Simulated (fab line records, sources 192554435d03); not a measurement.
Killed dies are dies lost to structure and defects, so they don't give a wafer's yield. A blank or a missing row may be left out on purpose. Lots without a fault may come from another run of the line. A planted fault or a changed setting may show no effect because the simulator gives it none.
Chamber matching | flow n5_finfet | N5_HKMG_FIN_ETCH_32 on rie_diel-02: 4 sister chambers
The step etches SOC in N2/H2, target depth 240 nm, time 300 s. 4 wafers are shown with their chamber, then 8 later ones without.

WAFERS WITH THEIR CHAMBER
wafer  | chamber | showerhead_plenum_p_Torr (Torr)
L624.3 | 3       | 2.65
L633.3 | 1       | 2.50
L633.5 | 0       | 2.63
L635.1 | 2       | 2.49

WAFERS WITHOUT THEIR CHAMBER
wafer  | showerhead_plenum_p_Torr (Torr)
L635.2 | 2.50
L635.4 | 2.63
L636.1 | 2.50
L636.2 | 2.49
L636.4 | 2.64
L640.1 | 2.48
L640.2 | 2.49
L640.5 | 2.63

WHICH CHAMBER EACH WENT THROUGH
wafer  | from the rows above     | in truth
L635.2 | can't be placed: 1 or 2 | 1
L635.4 | 0                       | 0
L636.1 | can't be placed: 1 or 2 | 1
L636.2 | can't be placed: 2 or 1 | 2
L636.4 | can't be placed: 3 or 0 | 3
L640.1 | can't be placed: 2 or 1 | 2
L640.2 | can't be placed: 2 or 1 | 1
L640.5 | 0                       | 0
Placed correctly: 2 of 8. Can't be placed from these rows: 6 (the true chamber is among the candidates in 6). Placed wrongly: 0.
How it was worked out, from the rows above alone: a wafer's distance from a chamber is the root of the sum, over the readings, of the square of ((its reading less the chamber's mean) divided by the reading's scatter). The wafer belongs to the nearest chamber; if the next one is less than 2 further off, it can't be placed. A chamber's mean is the mean of its shown wafers. The scatter: with one shown wafer a chamber, the root of the mean of the squares of how far each hidden wafer lies from its nearest shown one.
